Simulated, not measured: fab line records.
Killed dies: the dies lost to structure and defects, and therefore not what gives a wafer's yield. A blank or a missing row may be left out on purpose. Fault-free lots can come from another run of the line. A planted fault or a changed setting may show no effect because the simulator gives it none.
Struck lot and sound lot, side by side ; flow n5-finfet ; 41 out of 1938 route steps
Sound: wafers L369.1, L369.4, L369.6. Struck: wafer L374.6 (left out: L374.3, L374.4 of the same lot, which were not struck); the cause appears at the end.
Per side, at each step with rows, come the tool, then ch with its chambers, and then its first start. Under that, the readings that differ: sound wafers ; struck wafers ; difference of the means ; sigmas: that difference in standard deviations of wafers without a fault.
alike: readings whose means differ by less than 2 such deviations, and words and numbers that are the same on both sides. not compared: withheld readings, readings that some wafer has no value for, bounds like >300 that may hide the same value, and numbers for which the record gives no deviation and whose values overlap.
A row with sigmas, a row that says differs or no value, or rows on one side alone: a step with any of these is where the two part. Numbers that have no deviation but don't overlap get no sigmas and don't part them. A reading that every wafer of one side lacks parts them only if that side has two wafers or more.

first, 2 steps without rows for these wafers: N5_BEOL_M13_ETCH_59 (etches BARC in N2/H2, target depth 89 nm, overetch 26.7 nm, time 67.9 s); N5_BEOL_M13_VIA_ETCH_16 (etches SiOC in C4F8/O2/Ar, target depth 921.7 nm).
N5_BEOL_M13_STRIP_63: strips in N2/H2.
  sound on plasma-asher-01 ch 0,1, day 11 04:05; struck on plasma-asher-02 ch 1, day 12 06:29
reading;sound;struck;difference;sigmas
drypump-motor-current-A (A);5.72 5.92 5.74;6.50;+0.71;+2
  alike: heater-power-w, oes-product-au, strip-time-to-endpoint-s
  not compared: rf-hours-counter-h
then, 3 steps without rows for these wafers: N5_BEOL_M13_STRIP_64 (strips in N2/H2); N5_BEOL_M13_STRIP_71 (strips in post etch residue remover, time 60 s); N5_BEOL_M13_SRD_72 (time 30 s, dry time 30 s).
N5_BEOL_M13_CD_MEAS_17: target cd 190 nm.
  sound: cd-sem-02 at day 11 04:20; struck: cd-sem-03 at day 12 06:40
  alike: cd-nm
then, 5 steps without rows for these wafers: N5_BEOL_M13_COAT_65 (time 60 s, resist thk 350 nm); N5_BEOL_M13_COAT_66 (time 60 s, resist thk 110 nm); N5_BEOL_M13_COAT_22 (resist thk 300 nm); N5_BEOL_M13_EBR_24; N5_BEOL_M13_SOFTBAKE_23 (time 60 s).
N5_BEOL_M13_EXPOSE_25: exposes mask M13, target cd 210 nm.
  sound on krf-scanner-02 ch 0, day 11 04:29; struck on krf-scanner-01 ch 0, day 12 06:58
  alike: mask
then, 3 steps without rows for these wafers: N5_BEOL_M13_PEB_26 (peb time 90 s); N5_BEOL_M13_DEVELOP_27 (develop time 45 s); N5_BEOL_M13_HARDBAKE_32 (time 120 s).
N5_BEOL_M13_CD_MEAS_28: target cd 209.5 nm.
  sound on cd-sem-02 ch 0, day 11 04:40; struck on cd-sem-02 ch 0, day 12 07:08
reading;sound;struck;difference;sigmas
cd-nm (nm);210.9 211.1 209.8;241.3;+30.7;+34
N5_BEOL_M13_OVL_MEAS_29:
  sound on overlay-01 ch 0, day 11 04:41; struck on overlay-01 ch 0, day 12 07:09
  alike: M13_OVL
N5_BEOL_M13_INSPECT_30: inspects for defects (macro).
  sound: defect-inspect-01 at day 11 04:43; struck: defect-inspect-01 at day 12 07:11
  alike: raw-defect-count
N5_BEOL_M13_DESCUM_33: chemistry O2, time 7.9 s.
  sound on rie-diel-02 ch 0,1,2, day 11 04:59; struck on rie-diel-02 ch 3, day 12 08:17
reading;sound;struck;difference;sigmas
rf-vpp-V (V);242.8 240.4 245.1;245.6;+2.8;+2
model.BEOL_M13.cd-nm (nm);211.2 211 209.4;241.2;+30.7;
  alike: drypump-motor-current-A, oes-product-au, showerhead-plenum-p-Torr, throttle-valve-pct
  not compared: rf-hours-counter-h
then, 1 step without rows for these wafers: N5_BEOL_M13_ETCH_67 (etches SiARC in CF4, target depth 143 nm, time 238.3 s).
N5_BEOL_M13_ETCH_68: etches SOC in N2/H2, time 355 s.
  sound on rie-diel-02 ch 0,1,2, day 11 05:10; struck on rie-diel-02 ch 3, day 12 08:28
  alike: drypump-motor-current-A, oes-product-au, rf-vpp-V, showerhead-plenum-p-Torr, throttle-valve-pct
  not compared: rf-hours-counter-h
then, 3 steps without rows for these wafers: N5_BEOL_M13_STRIP_69 (strips in N2/H2); N5_BEOL_M13_TRENCH_ETCH_34 (etches SiOC in C4F8/O2/Ar, target depth 413.47 nm, time 162.6 s); N5_BEOL_M13_STRIP_70 (strips in C4F8/O2/Ar).
N5_BEOL_M13_OCD_MEAS_35:
  sound: ocd-01 at day 11 05:34; struck: ocd-01 at day 12 08:52
reading;sound;struck;difference;sigmas
trench-depth-nm (nm);410 411 411;430;+19;+3
N5_BEOL_M13_STRIP_37: strips in N2/H2.
  sound on plasma-asher-02 ch 0, day 11 05:37; struck on plasma-asher-02 ch 0, day 12 08:55
  alike: drypump-motor-current-A, heater-power-w, oes-product-au
  not compared: rf-hours-counter-h
N5_BEOL_M13_ETCH_38: etches SiCN in CF4/N2, target depth 67.5 nm, time 71.9 s.
  sound on rie-diel-06 ch 0,2,3, day 11 05:49; struck on rie-diel-02 ch 3, day 12 09:04
reading;sound;struck;difference;sigmas
model.BEOL_M13.cd-nm (nm);211.6 209.6 209.4;243.4;+33.2;
  alike: drypump-motor-current-A, oes-product-au, rf-vpp-V, showerhead-plenum-p-Torr, throttle-valve-pct
  not compared: rf-hours-counter-h
then, 5 steps without rows for these wafers: N5_BEOL_M13_PRECLEAN_39 (cleans in residue remover, time 60 s); N5_BEOL_M13_SRD_40 (time 30 s, dry time 30 s); N5_BEOL_M13_DEGAS_41 (time 60 s); N5_BEOL_M13_PRE_CLEAN_42 (time 30 s); N5_BEOL_M13_SPUTTER_43 (material TaN, target thk 15 nm, time 24.19 s).
N5_BEOL_M13_SPUTTER_44: material Ta, target thk 10 nm, time 16.13 s.
  sound: pvd-sputter-02 at day 11 06:28; struck: pvd-sputter-01 at day 12 10:41
reading;sound;struck;difference;sigmas
chamber-pressure-pa (Pa);0.06976 0.07017 0.07005;0.06971;-0.00028;-2
throttle-valve-pct (%);29.3 29.5 29.5;26.8;-2.6;-2
then, 3 steps without rows for these wafers: N5_BEOL_M13_SPUTTER_45 (material Cu, target thk 80 nm, time 13.33 s); N5_BEOL_M13_ECD_47 (material Cu, target thk 936 nm); N5_BEOL_M13_ANNEAL_48 (time 90 s).
N5_BEOL_M13_CMP_49: polishes, stops on SiOC, t overpolish 17.1 s, target thk 420 nm.
  sound on cmp-03 ch 0,3, day 11 07:07; struck on cmp-02 ch 3, day 12 11:22
  alike: barrier-field-endpoint-s, motor-current-A, overpolish-run-s
then, 2 steps without rows for these wafers: N5_BEOL_M13_PRE_CLEAN_52 (time 15 s); N5_BEOL_M13_DEP_53 (deposits SiCN from 3MS/NH3, target thk 50 nm, time 17.8 s).
N5_BEOL_M15_RC_MEAS_101:
  sound on prober-02 ch 0, day 11 20:15; struck on prober-01 ch 0, day 13 04:37
reading;sound;struck;difference;sigmas
COMB_M12 (S/m);9.5e-12 8.2e-12 1.02e-11;5.2e-12;-4.1e-12;-3
SERP_M13 (ohm/um);0.308 0.313 0.314;0.240;-0.072;-13
SERP_M13_max_site (ohm/um);0.312 0.315 0.315;0.242;-0.072;-12
SERP_M6 (ohm/um);14.3 13.7 14.2;12.8;-1.3;-3
  alike: COMB_M10, COMB_M10_max_site, COMB_M11, COMB_M14, COMB_M15, COMB_M5, COMB_M6, COMB_M7, COMB_M8, COMB_M8_max_site, COMB_M9, COMB_M9_max_site, SERP_M10, SERP_M11, SERP_M12, SERP_M14, SERP_M5, SERP_M7, SERP_M8, SERP_M9, SERP_M9_max_site

WHERE THEY PART
Earliest at N5_BEOL_M13_STRIP_63; latest, in this record, at N5_BEOL_M15_RC_MEAS_101.

WHY: what the simulator had put in
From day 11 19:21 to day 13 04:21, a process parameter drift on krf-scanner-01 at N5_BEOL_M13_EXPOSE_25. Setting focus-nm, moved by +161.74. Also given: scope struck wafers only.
